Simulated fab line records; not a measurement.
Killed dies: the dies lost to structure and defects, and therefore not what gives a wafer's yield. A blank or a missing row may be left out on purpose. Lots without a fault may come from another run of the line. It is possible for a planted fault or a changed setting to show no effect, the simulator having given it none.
Which tool is to blame?	flow n5Finfet	24 lots, 72 wafers sampled, at 5 steps of a route of 1938

== WHAT EACH GAUGE READ, for each wafer ==
N5_BEOL_M6_OCD_MEAS_38.
lot	measured	on	trenchDepthNm (nm)
L074	day 8 21:57	ocd-02	92.1 94.4 92.2
L075	day 9 00:20	ocd-01	93.5 95.1 94.9
L076	day 9 09:49	ocd-02	94.2 94.5 94.5
L077	day 9 15:35	ocd-02	97.2 93.2 95.1
L078	day 9 22:04	ocd-02	94.5 95.9 96.9
L080	day 10 05:23	ocd-01	97.5 93.6 95.7
L079	day 10 14:48	ocd-02	94.7 93.0 95.6
L081	day 10 15:10	ocd-01	92.9 96.3 95.8
L083	day 10 21:44	ocd-02	93.4 95.0 94.3
L082	day 11 07:18	ocd-02	92.8 93.9 95.0
L084	day 11 19:01	ocd-02	96.0 93.6 95.7
L085	day 11 22:25	ocd-02	94.9 95.0 94.4
L086	day 12 02:02	ocd-01	94.0 95.6 94.0
L087	day 12 09:57	ocd-02	96.1 94.0 93.2
L088	day 12 11:40	ocd-01	95.7 95.5 93.3
L089	day 12 15:54	ocd-02	95.8 95.1 92.7
L090	day 12 22:52	ocd-01	94.7 94.7 92.6
L091	day 13 02:00	ocd-01	96.6 96.6 96.7
L092	day 13 14:46	ocd-02	91.3 94.0 94.5
L094	day 13 18:28	ocd-01	92.6 92.6 96.5
L093	day 14 01:35	ocd-01	94.4 97.8 95.8
L095	day 14 10:59	ocd-01	96.7 92.1 94.6
L096	day 14 13:49	ocd-02	91.9 94.5 95.5
L097	day 15 00:49	ocd-02	95.6 96.6 96.4

N5_BEOL_M7_OCD_MEAS_38.
lot	measured	on	trenchDepthNm (nm)
L074	day 9 09:08	ocd-02	93.6 91.5 93.9
L075	day 9 09:38	ocd-02	93.2 91.7 91.3
L076	day 9 18:53	ocd-02	94.0 92.2 93.5
L077	day 10 02:13	ocd-01	91.5 91.6 91.7
L078	day 10 08:04	ocd-01	95.6 96.2 94.7
L080	day 10 17:56	ocd-02	95.0 95.5 94.9
L079	day 11 01:44	ocd-02	92.0 94.7 93.2
L081	day 11 02:20	ocd-02	91.8 94.1 91.3
L083	day 11 07:44	ocd-01	93.4 90.6 90.5
L082	day 11 19:04	ocd-01	92.3 90.8 91.1
L084	day 12 02:10	ocd-01	92.4 93.4 94.8
L085	day 12 10:28	ocd-01	91.4 93.8 95.0
L086	day 12 14:15	ocd-02	95.4 91.9 96.4
L087	day 12 19:44	ocd-01	94.3 92.3 94.7
L088	day 12 22:10	ocd-02	90.4 93.6 91.7
L089	day 13 00:23	ocd-01	93.2 90.6 96.4
L090	day 13 06:45	ocd-01	93.1 90.5 95.2
L091	day 13 08:50	ocd-02	91.6 92.5 92.4
L092	day 13 22:08	ocd-02	97.0 91.4 92.5
L094	day 14 01:34	ocd-01	94.1 95.0 94.7
L093	day 14 09:01	ocd-01	96.9 92.6 90.5
L095	day 14 20:04	ocd-02	89.8 91.3 95.2
L096	day 14 23:14	ocd-01	93.5 91.5 97.4
L097	day 15 10:40	ocd-02	92.2 94.0 90.5

N5_BEOL_M8_OVL_MEAS_12.
lot	measured	on	M8_OVL (nm)
L074	day 9 15:30	overlay-01	0.0 0.6 0.6
L075	day 9 16:03	overlay-02	0.6 0.7 0.2
L076	day 10 03:16	overlay-01	1.1 -0.7 -0.2
L077	day 10 10:02	overlay-01	-0.5 -0.2 -0.3
L078	day 10 16:04	overlay-01	-0.1 -0.7 -0.9
L080	day 11 03:19	overlay-01	0.7 1.8 0.4
L079	day 11 07:37	overlay-01	0.2 0.8 -0.2
L081	day 11 08:02	overlay-01	-0.9 -0.9 0.0
L083	day 11 13:50	overlay-02	-0.8 -0.2 -0.5
L082	day 12 01:55	overlay-02	-1.4 -0.1 -0.3
L084	day 12 10:08	overlay-02	-0.2 -0.4 -1.2
L085	day 12 17:11	overlay-02	0.6 0.9 0.8
L086	day 12 20:05	overlay-01	0.2 0.4 0.2
L087	day 13 02:16	overlay-01	1.1 0.5 0.9
L088	day 13 02:44	overlay-01	-0.9 0.2 -0.2
L089	day 13 06:26	overlay-01	1.3 1.1 0.9
L090	day 13 15:03	overlay-01	-0.1 0.8 0.9
L091	day 13 15:23	overlay-02	-1.6 -0.2 -0.8
L092	day 14 04:45	overlay-01	-0.2 -0.7 -0.8
L094	day 14 08:16	overlay-01	0.4 0.9 1.5
L093	day 14 14:14	overlay-02	1.1 -0.1 0.7
L095	day 15 02:25	overlay-02	-0.4 0.5 0.3
L096	day 15 05:45	overlay-01	0.2 -0.6 -0.1
L097	day 15 19:01	overlay-02	-1.6 -0.5 -2.1

N5_BEOL_M8_INSPECT_13: inspects for defects (brightfield).
lot	measured	on	rawDefectCount
L074	day 9 15:31	defectInspect-02	341 416 369
L075	day 9 16:04	defectInspect-01	425 306 320
L076	day 10 03:17	defectInspect-02	536 425 546
L077	day 10 10:04	defectInspect-01	340 282 345
L078	day 10 16:06	defectInspect-02	505 324 525
L080	day 11 03:20	defectInspect-01	336 254 340
L079	day 11 07:39	defectInspect-02	558 562 547
L081	day 11 08:04	defectInspect-01	291 283 301
L083	day 11 13:52	defectInspect-02	469 361 291
L082	day 12 01:57	defectInspect-02	382 373 443
L084	day 12 10:09	defectInspect-01	471 373 439
L085	day 12 17:13	defectInspect-01	411 322 329
L086	day 12 20:07	defectInspect-02	321 520 377
L087	day 13 02:17	defectInspect-02	433 313 300
L088	day 13 02:46	defectInspect-01	489 331 528
L089	day 13 06:28	defectInspect-01	416 279 347
L090	day 13 15:04	defectInspect-01	385 429 331
L091	day 13 15:25	defectInspect-02	267 451 390
L092	day 14 04:46	defectInspect-02	357 450 353
L094	day 14 08:17	defectInspect-02	555 432 456
L093	day 14 14:16	defectInspect-01	499 332 384
L095	day 15 02:26	defectInspect-02	324 385 405
L096	day 15 05:46	defectInspect-01	444 345 503
L097	day 15 19:02	defectInspect-01	389 343 322

== EACH LOT AND THE TOOL THAT RAN IT (in order: tool; ch and the chambers of the sampled wafers; start) ==
lot	N5_BEOL_M7_CURE_75
L074	uvCure-01 ch 1, day 9 09:29
L075	uvCure-02 ch 0, day 9 09:50
L076	uvCure-01 ch 0, day 9 19:07
L077	uvCure-01 ch 0, day 10 02:31
L078	uvCure-01 ch 1, day 10 08:37
L080	uvCure-01 ch 1, day 10 18:08
L079	uvCure-03 ch 2, day 11 01:59
L081	uvCure-02 ch 2, day 11 02:31
L083	uvCure-03 ch 0, day 11 08:02
L082	uvCure-02 ch 2, day 11 19:26
L084	uvCure-01 ch 0, day 12 02:23
L085	uvCure-03 ch 2, day 12 10:51
L086	uvCure-02 ch 2, day 12 14:27
L087	uvCure-01 ch 1, day 12 19:55
L088	uvCure-03 ch 0, day 12 22:25
L089	uvCure-02 ch 1, day 13 00:44
L090	uvCure-02 ch 2, day 13 06:57
L091	uvCure-03 ch 0, day 13 09:02
L092	uvCure-02 ch 1, day 13 22:20
L094	uvCure-01 ch 2, day 14 01:46
L093	uvCure-03 ch 1, day 14 09:25
L095	uvCure-03 ch 0, day 14 20:16
L096	uvCure-03 ch 2, day 14 23:32
L097	uvCure-01 ch 2, day 15 10:52
- N5_BEOL_M7_CURE_75: cures SiCOH lowk, time 120 s.

== AS READ BY THE TOOLS THEMSELVES (means over the sampled wafers that have a number; for cases with no such wafer, the mark the record gives instead) ==
N5_BEOL_M7_CURE_75.
lot	tool	lampPowerPct (%)	wafer_temp_C_max
L074	uvCure-01	52.30	371.2
L075	uvCure-02	52.30	371.7
L076	uvCure-01	52.34	373.0
L077	uvCure-01	52.34	372.1
L078	uvCure-01	52.35	371.3
L080	uvCure-01	52.32	371.2
L079	uvCure-03	52.34	373.6
L081	uvCure-02	52.35	373.1
L083	uvCure-03	52.31	373.0
L082	uvCure-02	52.33	373.0
L084	uvCure-01	52.35	372.5
L085	uvCure-03	52.31	372.8
L086	uvCure-02	52.30	372.9
L087	uvCure-01	52.31	371.1
L088	uvCure-03	52.28	372.7
L089	uvCure-02	52.31	370.8
L090	uvCure-02	52.34	373.1
L091	uvCure-03	52.34	372.1
L092	uvCure-02	52.33	371.2
L094	uvCure-01	52.28	372.3
L093	uvCure-03	52.35	372.2
L095	uvCure-03	52.31	371.9
L096	uvCure-03	52.26	372.9
L097	uvCure-01	52.35	372.5

== THE ANSWER, worked out from the rows above alone ==
Rule: the lots themselves supply what counts as usual. Put in order of their means at a reading, lots are off if they are a third of the lots or fewer, leave a main group of 4 or more, and stand apart from it by a gap of 3 or more times the standard deviation of the main group's means; of several such gaps the widest counts. A main group whose means are all the same, to the digits that the tables above print for the reading, isn't used. A lot without any number at a reading at which 4 lots or more have one is off too. Where the step has rows for the other lots, those lots are counted as sound. Order of review: gauges by route order, followed by the tools' own readings, for which a lot's mean as printed above is used. The first step at which some lot is off is used, and at that step the reading that is off furthest; a lot without a number counts as furthest.
No lot is off on any of the readings shown, so nothing can be concluded from this.

== WHAT THE SIMULATOR HAD PUT IN ==
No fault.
